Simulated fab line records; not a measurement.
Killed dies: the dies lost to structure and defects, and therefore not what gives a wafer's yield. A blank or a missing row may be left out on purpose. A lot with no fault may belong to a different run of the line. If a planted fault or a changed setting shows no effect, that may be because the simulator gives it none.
fab line records	flow n5-finfet
record: lots: 24	wafers: 72	last-day: 18
route steps=1938 shown BEOL_M2@919 BEOL_M3@946
lots that met no fault: taken from a fault-free run of the same line
start-h: the number of hours between the record's first day and the start of the first shown wafer of the lot	wait-h: time in hours since the lot's previous step	" unchanged from the row above	L1.1+2: several wafers, shown together as one row	- value missing, or start not given	* or withheld: withheld	< > ~ a bound
route shown NAME@n: a module of which the file shows steps, and the number in the route of the first	usual: average and standard deviation across the fault-free wafers	same: alike in all rows	chamber/n: place in a boat	sites: per-site readings	_std_site: standard deviation of those values	_edge_site: outer sites' mean less inner sites'	radius-mm: how far each site lies from the wafer's centre	mask NAME#n: copy n	behind: tool/chamber where the wafer was last shaped	hold: the reason the lot was held/the length of the hold in hours/how it ended	device: the n, p or np transistor that did not switch	end of line: tests run on the same wafers once the route is complete	step lacking rows: just its recipe	killed: not the wafer's yield, but the dies lost to structure and defects at the first sort	map: a wafer's dies, x killed, . not, _ none there
set.NAME: the setting the step ran with; set.NAME@STEP: the setting that earlier step ran with	model.NAME: the simulator's own value behind a step, which no gauge read
one table for each step of the route and one row for each wafer, over a sample of lots
services: from which hour (start-h, from the record's first day; less than 0 if before it) a tool's chamber was out of use, for how many hours, and why
== steps ==
step: N5_BEOL_M2_ANNEAL_95
recipe: temp-c: 400	time-s: 240	ambient: vacuum
usual: heater-power-w: 818/85
lot.wafer	tool	chamber	start-h	wait-h	heater-power-w
L075.2	pvd-sputter-01	-	146.09	0.0	1025
L075.3	"	-	"	"	835
L075.5	"	-	"	"	1026
L074.2	pvd-sputter-03	-	158.61	0.0	869
L074.5	"	-	"	"	732
L074.6	"	-	"	"	754
L076.1	pvd-sputter-03	-	165.43	0.0	762
L076.2	"	-	"	"	869
L076.5	"	-	"	"	780
L077.1	pvd-sputter-03	-	172.07	0.0	780
L077.2	"	-	"	"	764
L077.5	"	-	"	"	756
L078.1	pvd-sputter-02	-	175.08	0.0	854
L078.4	"	-	"	"	758
L078.6	"	-	"	"	882
L080.1	pvd-sputter-02	-	181.32	0.0	714
L080.3	"	-	"	"	752
L080.4	"	-	"	"	867
L079.2	pvd-sputter-03	-	181.65	0.0	886
L079.3	"	-	"	"	736
L079.4	"	-	"	"	766
L081.2	pvd-sputter-01	-	187.95	0.0	789
L081.5	"	-	"	"	866
L081.6	"	-	"	"	1045
L082.1	pvd-sputter-02	-	193.71	0.0	763
L082.5	"	-	"	"	714
L082.6	"	-	"	"	860
L083.1	pvd-sputter-01	-	194.05	0.0	837
L083.3	"	-	"	"	807
L083.4	"	-	"	"	1026
L084.1	pvd-sputter-02	-	212.13	0.0	730
L084.3	"	-	"	"	865
L084.6	"	-	"	"	855
L085.1	pvd-sputter-01	-	220.28	0.0	815
L085.3	"	-	"	"	858
L085.6	"	-	"	"	1031
L086.3	pvd-sputter-02	-	220.56	0.0	756
L086.4	"	-	"	"	724
L086.5	"	-	"	"	828
L087.1	pvd-sputter-03	-	232.83	0.0	875
L087.4	"	-	"	"	732
L087.5	"	-	"	"	772
L088.1	pvd-sputter-02	-	234.06	0.0	811
L088.3	"	-	"	"	751
L088.6	"	-	"	"	711
L089.1	pvd-sputter-01	-	237.23	0.0	876
L089.3	"	-	"	"	841
L089.5	"	-	"	"	864
L090.2	pvd-sputter-03	-	238.95	0.0	880
L090.4	"	-	"	"	797
L090.6	"	-	"	"	745
L091.1	pvd-sputter-03	-	249.55	0.0	726
L091.5	"	-	"	"	750
L091.6	"	-	"	"	880
L092.4	pvd-sputter-03	-	252.69	0.0	737
L092.5	"	-	"	"	756
L092.6	"	-	"	"	809
L093.2	pvd-sputter-02	-	255.75	0.0	689
L093.4	"	-	"	"	822
L093.5	"	-	"	"	830
L094.2	pvd-sputter-03	-	271.01	0.0	880
L094.4	"	-	"	"	723
L094.6	"	-	"	"	747
L095.1	pvd-sputter-01	-	271.10	0.0	850
L095.4	"	-	"	"	843
L095.5	"	-	"	"	809
L096.2	pvd-sputter-03	-	279.65	0.0	778
L096.4	"	-	"	"	749
L096.6	"	-	"	"	720
L097.4	pvd-sputter-01	-	283.27	0.0	1036
L097.5	"	-	"	"	849
L097.6	"	-	"	"	819
step: N5_BEOL_M2_SPUTTER_96
recipe: material: Cu	target-thk-a: 45	temp-c: -20	chamber-pressure-pa: 0.07	power-w: withheld	time-s: 8.29
usual: throttle-valve-pct: 30.1/1
lot.wafer	tool	chamber	start-h	wait-h	throttle-valve-pct
L075.2	pvd-sputter-01	-	146.23	0.1	29.6
L075.3	"	-	"	"	31.1
L075.5	"	-	"	"	29.2
L074.2	pvd-sputter-03	-	158.75	0.1	29.5
L074.5	"	-	"	"	30.7
L074.6	"	-	"	"	31.7
L076.1	pvd-sputter-03	-	165.57	0.1	29.0
L076.2	"	-	"	"	30.1
L076.5	"	-	"	"	29.1
L077.1	pvd-sputter-03	-	172.21	0.1	29.4
L077.2	"	-	"	"	31.8
L077.5	"	-	"	"	31.5
L078.1	pvd-sputter-02	-	175.22	0.1	29.5
L078.4	"	-	"	"	30.9
L078.6	"	-	"	"	29.4
L080.1	pvd-sputter-02	-	181.46	0.1	28.0
L080.3	"	-	"	"	31.4
L080.4	"	-	"	"	29.4
L079.2	pvd-sputter-03	-	181.79	0.1	29.6
L079.3	"	-	"	"	30.4
L079.4	"	-	"	"	29.3
L081.2	pvd-sputter-01	-	188.09	0.1	29.9
L081.5	"	-	"	"	31.1
L081.6	"	-	"	"	29.5
L082.1	pvd-sputter-02	-	193.85	0.1	31.6
L082.5	"	-	"	"	28.0
L082.6	"	-	"	"	29.6
L083.1	pvd-sputter-01	-	194.19	0.1	31.2
L083.3	"	-	"	"	29.8
L083.4	"	-	"	"	29.6
L084.1	pvd-sputter-02	-	212.27	0.1	28.1
L084.3	"	-	"	"	29.7
L084.6	"	-	"	"	29.3
L085.1	pvd-sputter-01	-	220.43	0.1	29.6
L085.3	"	-	"	"	30.6
L085.6	"	-	"	"	29.5
L086.3	pvd-sputter-02	-	220.70	0.1	31.3
L086.4	"	-	"	"	28.2
L086.5	"	-	"	"	29.7
L087.1	pvd-sputter-03	-	232.97	0.1	29.8
L087.4	"	-	"	"	32.0
L087.5	"	-	"	"	29.3
L088.1	pvd-sputter-02	-	234.20	0.1	29.9
L088.3	"	-	"	"	31.6
L088.6	"	-	"	"	27.9
L089.1	pvd-sputter-01	-	237.37	0.1	30.3
L089.3	"	-	"	"	30.7
L089.5	"	-	"	"	31.0
L090.2	pvd-sputter-03	-	239.09	0.1	29.7
L090.4	"	-	"	"	29.2
L090.6	"	-	"	"	30.7
L091.1	pvd-sputter-03	-	249.69	0.1	30.6
L091.5	"	-	"	"	31.1
L091.6	"	-	"	"	30.0
L092.4	pvd-sputter-03	-	252.83	0.1	31.7
L092.5	"	-	"	"	31.9
L092.6	"	-	"	"	29.0
L093.2	pvd-sputter-02	-	255.89	0.1	28.0
L093.4	"	-	"	"	29.7
L093.5	"	-	"	"	30.1
L094.2	pvd-sputter-03	-	271.15	0.1	29.8
L094.4	"	-	"	"	31.6
L094.6	"	-	"	"	30.5
L095.1	pvd-sputter-01	-	271.24	0.1	31.2
L095.4	"	-	"	"	30.0
L095.5	"	-	"	"	29.8
L096.2	pvd-sputter-03	-	279.79	0.1	28.9
L096.4	"	-	"	"	31.5
L096.6	"	-	"	"	30.7
L097.4	pvd-sputter-01	-	283.41	0.1	29.6
L097.5	"	-	"	"	30.8
L097.6	"	-	"	"	30.0
step: N5_BEOL_M3_INSPECT_13
recipe: mode: adi	inspect-instrument: brightfield
usual: raw-defect-count: 357/70
lot.wafer	tool	chamber	start-h	wait-h	raw-defect-count
L075.2	defect-inspect-01	-	148.12	0.0	315
L075.3	"	-	"	"	429
L075.5	"	-	"	"	322
L074.2	defect-inspect-02	-	162.71	0.0	224
L074.5	"	-	"	"	270
L074.6	"	-	"	"	243
L076.1	defect-inspect-02	-	169.71	0.1	419
L076.2	"	-	"	"	311
L076.5	"	-	"	"	283
L077.1	defect-inspect-01	-	175.90	0.1	492
L077.2	"	-	"	"	308
L077.5	"	-	"	"	421
L078.1	defect-inspect-02	-	179.03	0.1	359
L078.4	"	-	"	"	374
L078.6	"	-	"	"	218
L080.1	defect-inspect-02	-	183.60	0.1	312
L080.3	"	-	"	"	309
L080.4	"	-	"	"	306
L079.2	defect-inspect-02	-	185.64	0.0	362
L079.3	"	-	"	"	308
L079.4	"	-	"	"	334
L081.2	defect-inspect-01	-	190.76	0.0	288
L081.5	"	-	"	"	305
L081.6	"	-	"	"	406
L082.1	defect-inspect-02	-	195.70	0.1	321
L082.5	"	-	"	"	337
L082.6	"	-	"	"	430
L083.1	defect-inspect-02	-	197.59	0.1	321
L083.3	"	-	"	"	325
L083.4	"	-	"	"	407
L084.1	defect-inspect-01	-	214.36	0.1	300
L084.3	"	-	"	"	296
L084.6	"	-	"	"	290
L085.1	defect-inspect-02	-	222.75	0.1	397
L085.3	"	-	"	"	275
L085.6	"	-	"	"	254
L086.3	defect-inspect-01	-	222.88	0.0	504
L086.4	"	-	"	"	420
L086.5	"	-	"	"	623
L087.1	defect-inspect-01	-	235.30	0.1	384
L087.4	"	-	"	"	459
L087.5	"	-	"	"	429
L088.1	defect-inspect-02	-	239.77	0.1	305
L088.3	"	-	"	"	299
L088.6	"	-	"	"	245
L089.1	defect-inspect-02	-	240.36	0.1	459
L089.3	"	-	"	"	396
L089.5	"	-	"	"	397
L090.2	defect-inspect-02	-	240.97	0.1	375
L090.4	"	-	"	"	422
L090.6	"	-	"	"	512
L091.1	defect-inspect-01	-	252.80	0.1	324
L091.5	"	-	"	"	375
L091.6	"	-	"	"	283
L092.4	defect-inspect-02	-	256.77	0.0	356
L092.5	"	-	"	"	381
L092.6	"	-	"	"	392
L093.2	defect-inspect-02	-	258.06	0.0	405
L093.4	"	-	"	"	292
L093.5	"	-	"	"	302
L094.2	defect-inspect-01	-	275.25	0.0	399
L094.4	"	-	"	"	434
L094.6	"	-	"	"	396
L095.1	defect-inspect-01	-	275.47	0.1	440
L095.4	"	-	"	"	431
L095.5	"	-	"	"	426
L096.2	defect-inspect-01	-	283.97	0.0	375
L096.4	"	-	"	"	349
L096.6	"	-	"	"	349
L097.4	defect-inspect-02	-	285.43	0.0	365
L097.5	"	-	"	"	416
L097.6	"	-	"	"	368
step: N5_BEOL_M3_ETCH_63
recipe: chemistry: CF4	target: SiARC	target-depth-a: 156	mask-material: CAR-EUV	time-s: 26	ion-energy-ev: 80	pressure-mtorr: 40	source-w: 545	bias-w: 36	Ar_flow_sccm: 100	cf4-flow-sccm: 100	ends: cleared
usual: drypump-motor-current-A: 5.8/0.41	etch-rf-on-time-s: 26.4/0.77	oes-product-au: 0.64/0.063	rf-vpp-V: 184.3/1	showerhead-plenum-p-Torr: 2.15/0.059	throttle-valve-pct: 15.71/0.28
lot.wafer	tool	chamber	start-h	wait-h	drypump-motor-current-A	etch-rf-on-time-s	oes-product-au	rf-hours-counter-h	rf-vpp-V	showerhead-plenum-p-Torr	throttle-valve-pct
L075.2	rie-diel-06	3	148.23	0.0	6.0	26.5	0.61	189	181.8	2.04	15.91
L075.3	"	2	"	"	5.5	25.1	0.72	70	184.0	2.08	15.50
L075.5	"	3	"	"	6.0	26.7	0.60	-	182.6	2.04	15.89
L074.2	rie-diel-03	0	162.87	0.0	6.2	26.3	0.59	229	184.4	2.19	15.94
L074.5	"	0	"	"	6.2	26.5	0.59	-	185.1	2.19	15.94
L074.6	"	1	"	"	5.7	27.2	0.58	-	184.3	2.22	15.81
L076.1	rie-diel-04	0	169.79	0.0	6.1	26.7	0.73	64	183.3	2.17	15.18
L076.2	"	1	"	"	6.3	26.6	0.63	141	184.9	2.23	15.61
L076.5	"	1	"	"	6.3	26.6	0.64	-	185.1	2.23	15.60
L077.1	rie-diel-06	2	176.01	0.0	5.5	25.1	0.71	77	184.3	2.08	15.52
L077.2	"	3	"	"	6.0	26.4	0.60	196	183.1	2.04	15.90
L077.5	"	1	"	"	5.3	27.2	0.63	-	183.6	2.15	15.64
L078.1	rie-diel-06	3	179.14	0.0	6.0	26.8	0.61	197	183.0	2.04	15.89
L078.4	"	0	"	"	5.4	25.9	0.61	190	184.3	2.13	16.07
L078.6	"	1	"	"	5.3	27.3	0.64	-	184.2	2.15	15.64
L080.1	rie-diel-06	3	183.69	0.0	6.0	26.9	0.60	198	182.8	2.04	15.91
L080.3	"	1	"	"	5.3	27.2	0.63	141	184.9	2.15	15.64
L080.4	"	2	"	"	5.5	25.3	0.71	79	183.5	2.08	15.55
L079.2	rie-diel-03	1	185.72	0.0	5.7	27.4	0.59	203	185.3	2.22	15.83
L079.3	"	2	"	"	5.7	24.9	0.72	74	184.0	2.10	15.42
L079.4	"	1	"	"	5.7	27.6	0.58	-	184.0	2.22	15.82
L081.2	rie-diel-06	2	190.93	0.0	5.5	25.3	0.69	81	183.1	2.08	15.52
L081.5	"	3	"	"	6.0	27.1	0.59	-	183.9	2.04	15.93
L081.6	"	0	"	"	5.4	26.1	0.61	-	183.8	2.13	16.07
L082.1	rie-diel-04	3	195.78	0.0	5.3	26.2	0.63	192	185.9	2.21	15.92
L082.5	"	3	"	"	5.3	26.4	0.62	-	184.8	2.20	15.92
L082.6	"	2	"	"	6.4	25.5	0.58	-	185.3	2.18	15.92
L083.1	rie-diel-06	0	197.68	0.0	5.4	25.9	0.62	195	183.6	2.13	16.09
L083.3	"	2	"	"	5.5	25.1	0.70	83	183.4	2.08	15.55
L083.4	"	3	"	"	6.0	27.0	0.59	202	184.1	2.04	15.92
L084.1	rie-diel-04	1	214.44	0.0	6.3	26.8	0.63	155	185.3	2.23	15.63
L084.3	"	3	"	"	5.3	26.4	0.62	198	184.5	2.20	15.94
L084.6	"	2	"	"	6.4	25.7	0.57	-	185.5	2.18	15.94
L085.1	rie-diel-04	0	222.83	0.0	6.1	26.9	0.71	79	184.0	2.17	15.21
L085.3	"	1	"	"	6.3	27.1	0.62	157	185.8	2.23	15.63
L085.6	"	1	"	"	6.3	26.9	0.63	-	185.1	2.23	15.64
L086.3	rie-diel-06	3	222.97	0.0	6.0	27.0	0.59	211	183.8	2.03	15.94
L086.4	"	0	"	"	5.4	25.7	0.61	200	182.9	2.13	16.08
L086.5	"	1	"	"	5.3	27.4	0.62	-	184.4	2.15	15.65
L087.1	rie-diel-03	3	235.38	0.0	6.3	27.4	0.77	16	184.5	2.17	15.12
L087.4	"	2	"	"	5.7	25.1	0.70	-	184.3	2.09	15.48
L087.5	"	1	"	"	5.7	27.5	0.58	-	186.3	2.21	15.85
L088.1	rie-diel-04	3	239.85	0.0	5.3	26.1	0.62	205	185.6	2.20	15.95
L088.3	"	1	"	"	6.3	26.9	0.62	162	183.8	2.23	15.63
L088.6	"	3	"	"	5.3	26.3	0.62	-	183.8	2.20	15.95
L089.1	rie-diel-04	0	240.48	0.0	6.1	26.8	0.70	85	183.5	2.16	15.22
L089.3	"	1	"	"	6.3	27.0	0.61	163	185.3	2.23	15.62
L089.5	"	1	"	"	6.3	26.9	0.62	-	186.0	2.23	15.65
L090.2	rie-diel-04	3	241.05	0.0	5.3	26.2	0.62	206	184.6	2.20	15.95
L090.4	"	3	"	"	5.4	26.1	0.62	-	186.1	2.20	15.94
L090.6	"	1	"	"	6.4	26.8	0.62	-	185.1	2.23	15.65
L091.1	rie-diel-06	2	252.90	0.0	5.5	25.4	0.68	101	184.5	2.07	15.57
L091.5	"	3	"	"	6.0	26.9	0.59	-	183.0	2.03	15.95
L091.6	"	2	"	"	5.5	25.3	0.68	-	183.5	2.07	15.56
L092.4	rie-diel-03	3	256.93	0.0	6.3	27.2	0.75	21	184.2	2.17	15.12
L092.5	"	3	"	"	6.3	27.0	0.76	-	184.5	2.17	15.12
L092.6	"	0	"	"	6.2	25.3	0.85	-	185.4	2.18	15.49
L093.2	rie-diel-04	2	258.15	0.0	6.4	25.3	0.84	2	183.5	2.18	15.46
L093.4	"	1	"	"	6.3	27.2	0.61	167	183.7	2.22	15.65
L093.5	"	0	"	"	6.1	27.1	0.70	-	184.8	2.16	15.22
L094.2	rie-diel-04	3	275.34	0.0	5.3	26.2	0.62	215	185.8	2.20	15.97
L094.4	"	1	"	"	6.3	27.0	0.62	172	185.5	2.22	15.67
L094.6	"	2	"	"	6.4	25.2	0.83	-	185.1	2.18	15.46
L095.1	rie-diel-06	3	275.56	0.0	6.0	26.9	0.58	227	184.4	2.03	15.96
L095.4	"	0	"	"	5.4	25.3	0.61	217	183.5	2.12	16.13
L095.5	"	3	"	"	6.0	27.0	0.58	-	182.6	2.03	15.96
L096.2	rie-diel-06	2	284.23	0.0	5.5	25.1	0.68	111	182.7	2.07	15.59
L096.4	"	3	"	"	6.0	26.7	0.58	-	183.6	2.03	15.98
L096.6	"	0	"	"	5.4	25.6	0.60	-	183.0	2.12	16.15
L097.4	rie-diel-04	3	285.51	0.0	5.3	26.7	0.61	218	187.1	2.20	15.98
L097.5	"	2	"	"	6.4	25.4	0.81	-	184.0	2.18	15.46
L097.6	"	1	"	"	6.3	27.0	0.61	-	186.2	2.22	15.66
step: N5_BEOL_M3_OVL_MEAS_29
recipe: points-per-wafer: 522
usual: V2_OVL: -0.1/0.67
same: points-per-wafer: 522
lot.wafer	tool	chamber	start-h	wait-h	V2_OVL[nm]
L075.2	overlay-02	0	148.96	0.0	0.4
L075.3	"	0	"	"	-0.8
L075.5	"	0	"	"	0.1
L074.2	overlay-01	0	163.73	0.0	-0.7
L074.5	"	0	"	"	-0.8
L074.6	"	0	"	"	-0.2
L076.1	overlay-02	0	170.64	0.0	0.3
L076.2	"	0	"	"	0.1
L076.5	"	0	"	"	1.4
L077.1	overlay-02	0	176.86	0.0	-1.0
L077.2	"	0	"	"	-0.1
L077.5	"	0	"	"	-0.3
L078.1	overlay-02	0	179.99	0.0	-0.8
L078.4	"	0	"	"	-1.1
L078.6	"	0	"	"	-1.1
L080.1	overlay-02	0	184.55	0.0	0.7
L080.3	"	0	"	"	1.0
L080.4	"	0	"	"	-0.1
L079.2	overlay-02	0	186.58	0.0	-0.5
L079.3	"	0	"	"	-1.5
L079.4	"	0	"	"	-0.3
L081.2	overlay-02	0	191.82	0.0	-0.2
L081.5	"	0	"	"	0.1
L081.6	"	0	"	"	-0.4
L082.1	overlay-01	0	196.51	0.0	-0.1
L082.5	"	0	"	"	0.5
L082.6	"	0	"	"	0.5
L083.1	overlay-02	0	198.40	0.0	-0.2
L083.3	"	0	"	"	-0.5
L083.4	"	0	"	"	-0.8
L084.1	overlay-01	0	215.29	0.0	-1.5
L084.3	"	0	"	"	-1.3
L084.6	"	0	"	"	-1.2
L085.1	overlay-02	0	223.69	0.0	-0.6
L085.3	"	0	"	"	-0.4
L085.6	"	0	"	"	0.9
L086.3	overlay-01	0	223.76	0.0	-0.4
L086.4	"	0	"	"	1.2
L086.5	"	0	"	"	-0.7
L087.1	overlay-01	0	236.12	0.0	-1.0
L087.4	"	0	"	"	-0.1
L087.5	"	0	"	"	-0.5
L088.1	overlay-02	0	240.58	0.0	-0.1
L088.3	"	0	"	"	-1.0
L088.6	"	0	"	"	0.3
L089.1	overlay-02	0	241.34	0.0	-0.5
L089.3	"	0	"	"	-0.4
L089.5	"	0	"	"	-0.3
L090.2	overlay-01	0	241.91	0.0	0.1
L090.4	"	0	"	"	1.1
L090.6	"	0	"	"	0.3
L091.1	overlay-02	0	253.63	0.0	-0.3
L091.5	"	0	"	"	-0.9
L091.6	"	0	"	"	-0.8
L092.4	overlay-01	0	257.68	0.0	0.2
L092.5	"	0	"	"	0.9
L092.6	"	0	"	"	0.0
L093.2	overlay-02	0	258.88	0.0	0.1
L093.4	"	0	"	"	1.0
L093.5	"	0	"	"	0.1
L094.2	overlay-01	0	276.07	0.0	-0.7
L094.4	"	0	"	"	0.6
L094.6	"	0	"	"	0.5
L095.1	overlay-02	0	276.34	0.0	1.1
L095.4	"	0	"	"	1.4
L095.5	"	0	"	"	0.8
L096.2	overlay-02	0	285.08	0.0	-0.3
L096.4	"	0	"	"	0.2
L096.6	"	0	"	"	-1.5
L097.4	overlay-01	0	286.38	0.0	-0.1
L097.5	"	0	"	"	-0.7
L097.6	"	0	"	"	-0.5
step: N5_BEOL_M3_VIA_ETCH_34
recipe: chemistry: C4F6/O2	target-depth-a: 694	mask-material: SOC	pressure-mtorr: 15	ion-energy-ev: 250	taper-deg: 4	time-s: 65.9	source-w: 350	bias-w: 170	Ar_flow_sccm: 300	C4F6_flow_sccm: 10	O2_flow_sccm: 10
usual: C4F6_flow_sccm: 10.005/0.029	drypump-motor-current-A: 5.9/0.38	oes_f_703_au: 0.78/0.093	oes-product-au: 0.78/0.097	rf-vpp-V: 666/8.4	showerhead-plenum-p-Torr: 2.87/0.076	throttle-valve-pct: 30.8/0.32
lot.wafer	tool	chamber	start-h	wait-h	C4F6_flow_sccm	drypump-motor-current-A	oes_f_703_au	oes-product-au	rf-hours-counter-h	rf-vpp-V	showerhead-plenum-p-Torr	throttle-valve-pct
L075.2	rie-diel-03	1	169.08	0.0	9.988	5.7	0.67	0.69	196	659	2.93	30.8
L075.3	"	2	"	"	9.943	5.7	0.84	0.84	67	664	2.80	30.9
L075.5	"	0	"	"	9.998	6.2	0.70	0.70	-	674	2.92	31.2
L074.2	rie-diel-04	1	174.84	0.0	10.030	6.3	0.75	0.74	142	663	2.99	30.9
L074.5	"	2	"	"	10.022	6.3	0.69	0.68	-	672	2.91	31.0
L074.6	"	3	"	"	10.031	5.3	0.74	0.73	-	664	2.94	31.0
L076.1	rie-diel-04	2	181.90	0.0	10.009	6.4	0.68	0.68	233	672	2.91	31.0
L076.2	"	3	"	"	9.958	5.3	0.74	0.74	188	662	2.94	31.0
L076.5	"	0	"	"	10.068	6.1	0.84	0.85	-	683	2.87	30.2
L077.1	rie-diel-06	3	182.03	0.0	10.050	6.0	0.71	0.70	198	649	2.70	30.9
L077.2	"	2	"	"	9.984	5.5	0.84	0.82	78	661	2.76	30.5
L077.5	"	2	"	"	10.039	5.5	0.85	0.82	-	662	2.76	30.5
L078.1	rie-diel-04	0	184.85	0.0	9.985	6.1	0.84	0.85	68	682	2.87	30.2
L078.4	"	1	"	"	10.009	6.3	0.74	0.74	145	663	2.99	30.9
L078.6	"	3	"	"	9.992	5.3	0.73	0.74	-	664	2.94	31.0
L080.1	rie-diel-04	3	193.89	0.0	10.004	5.3	0.73	0.73	191	662	2.94	31.0
L080.3	"	1	"	"	9.984	6.3	0.74	0.74	148	664	2.99	30.9
L080.4	"	0	"	"	10.019	6.1	0.83	0.85	71	684	2.87	30.2
L079.2	rie-diel-04	3	199.42	0.0	9.995	5.4	0.72	0.73	193	664	2.93	31.0
L079.3	"	0	"	"	10.008	6.1	0.83	0.83	73	683	2.86	30.2
L079.4	"	2	"	"	9.987	6.4	0.68	0.67	239	670	2.90	31.0
L081.2	rie-diel-03	3	200.63	0.0	10.008	6.3	0.93	0.94	4	669	2.90	30.2
L081.5	"	3	"	"	9.977	6.3	0.93	0.95	-	669	2.90	30.2
L081.6	"	2	"	"	10.001	5.7	0.83	0.83	-	664	2.79	30.9
L082.1	rie-diel-03	3	204.57	0.0	9.977	6.3	0.92	0.94	6	670	2.90	30.2
L082.5	"	0	"	"	9.952	6.2	0.69	0.68	-	674	2.91	31.1
L082.6	"	3	"	"	9.998	6.3	0.92	0.94	-	670	2.90	30.2
L083.1	rie-diel-04	1	204.61	0.0	9.974	6.3	0.73	0.72	152	663	2.98	30.9
L083.3	"	3	"	"	9.993	5.3	0.73	0.73	195	664	2.93	31.0
L083.4	"	2	"	"	10.045	6.4	0.68	0.67	241	670	2.90	31.0
L084.1	rie-diel-03	3	216.41	0.0	10.034	6.3	0.91	0.93	9	669	2.90	30.2
L084.3	"	1	"	"	10.032	5.7	0.66	0.69	211	658	2.92	30.8
L084.6	"	1	"	"	10.029	5.7	0.66	0.68	-	659	2.92	30.8
L085.1	rie-diel-03	1	224.26	0.0	9.996	5.7	0.66	0.68	213	657	2.92	30.8
L085.3	"	2	"	"	10.028	5.7	0.83	0.81	85	664	2.79	30.9
L085.6	"	3	"	"	10.029	6.3	0.90	0.91	-	667	2.90	30.2
L086.3	rie-diel-06	3	230.07	0.0	10.029	6.0	0.70	0.69	214	649	2.70	30.9
L086.4	"	2	"	"	9.973	5.5	0.83	0.79	95	662	2.75	30.6
L086.5	"	3	"	"	9.960	5.9	0.69	0.69	-	649	2.70	31.0
L087.1	rie-diel-06	1	249.86	0.0	10.024	5.3	0.71	0.72	161	651	2.86	31.2
L087.4	"	3	"	"	10.063	6.0	0.69	0.69	219	648	2.69	31.0
L087.5	"	2	"	"	9.983	5.5	0.82	0.79	-	661	2.75	30.6
L090.2	rie-diel-03	3	252.40	0.0	10.007	6.3	0.88	0.89	20	670	2.89	30.2
L090.4	"	1	"	"	9.951	5.7	0.66	0.66	222	655	2.92	30.8
L090.6	"	1	"	"	9.983	5.7	0.66	0.67	-	657	2.92	30.8
L088.1	rie-diel-04	2	252.48	0.0	9.982	6.4	0.98	1.00	1	670	2.90	30.7
L088.3	"	0	"	"	9.977	6.1	0.82	0.82	88	682	2.86	30.2
L088.6	"	2	"	"	10.023	6.4	0.99	0.99	-	670	2.90	30.7
L089.1	rie-diel-03	0	256.18	0.0	10.009	6.2	0.97	0.99	2	673	2.91	30.9
L089.3	"	3	"	"	10.052	6.3	0.88	0.88	21	669	2.89	30.2
L089.5	"	3	"	"	10.020	6.4	0.88	0.90	-	668	2.89	30.2
L091.1	rie-diel-06	2	263.11	0.0	10.027	5.5	0.82	0.79	104	660	2.75	30.6
L091.5	"	0	"	"	10.044	5.4	0.71	0.70	-	674	2.81	31.2
L091.6	"	3	"	"	10.001	6.0	0.69	0.69	-	650	2.69	30.9
L092.4	rie-diel-03	0	263.68	0.0	10.009	6.2	0.97	0.98	4	675	2.91	30.9
L092.5	"	0	"	"	9.979	6.2	0.98	0.98	-	674	2.91	30.9
L092.6	"	3	"	"	9.960	6.3	0.87	0.89	-	669	2.89	30.2
L093.2	rie-diel-06	0	267.44	0.0	10.045	5.4	0.71	0.70	214	673	2.81	31.2
L093.4	"	3	"	"	10.030	6.0	0.69	0.69	225	649	2.69	31.0
L093.5	"	3	"	"	10.017	6.0	0.69	0.68	-	648	2.69	31.0
L094.2	rie-diel-03	2	283.83	0.0	10.010	5.7	0.80	0.81	103	664	2.78	30.9
L094.4	"	0	"	"	10.053	6.2	0.95	0.95	10	673	2.90	30.9
L094.6	"	2	"	"	9.989	5.7	0.80	0.81	-	663	2.78	30.9
L095.1	rie-diel-03	1	289.24	0.0	9.992	5.7	0.65	0.67	232	657	2.92	30.8
L095.4	"	0	"	"	10.005	6.2	0.94	0.95	11	673	2.90	30.9
L095.5	"	3	"	"	9.949	6.3	0.86	0.88	-	668	2.89	30.2
L097.4	rie-diel-03	3	296.41	0.0	10.012	6.3	0.86	0.87	34	668	2.89	30.2
L097.5	"	0	"	"	9.985	6.2	0.94	0.94	-	675	2.90	30.9
L097.6	"	3	"	"	10.034	6.3	0.86	0.88	-	668	2.89	30.2
L096.2	rie-diel-04	1	296.64	0.0	9.947	6.3	0.71	0.72	179	666	2.97	31.0
L096.4	"	2	"	"	9.969	6.5	0.93	0.95	13	671	2.89	30.7
L096.6	"	2	"	"	10.028	6.5	0.93	0.95	-	671	2.89	30.7
== services ==
tool	chamber	start-h	hours	kind
rie-diel-04	-	122.71	2.8	pm
pvd-sputter-02	-	146.19	7.4	repair
rie-diel-03	3	166.76	-	clean
rie-diel-03	3	166.76	-	consumable-replace:focus-ring
rie-diel-06	0	211.47	8.5	repair
rie-diel-03	0	224.48	-	clean
rie-diel-03	0	224.48	-	consumable-replace:focus-ring
rie-diel-03	0	224.48	20.7	scheduled-down
rie-diel-03	0	224.48	20.7	vent-cycle
rie-diel-04	2	234.06	-	clean
rie-diel-04	2	234.06	-	consumable-replace:focus-ring
rie-diel-04	2	234.06	14.5	scheduled-down
rie-diel-04	2	234.06	14.5	vent-cycle
rie-diel-03	-	272.06	0.8	repair
== key ==
fault none
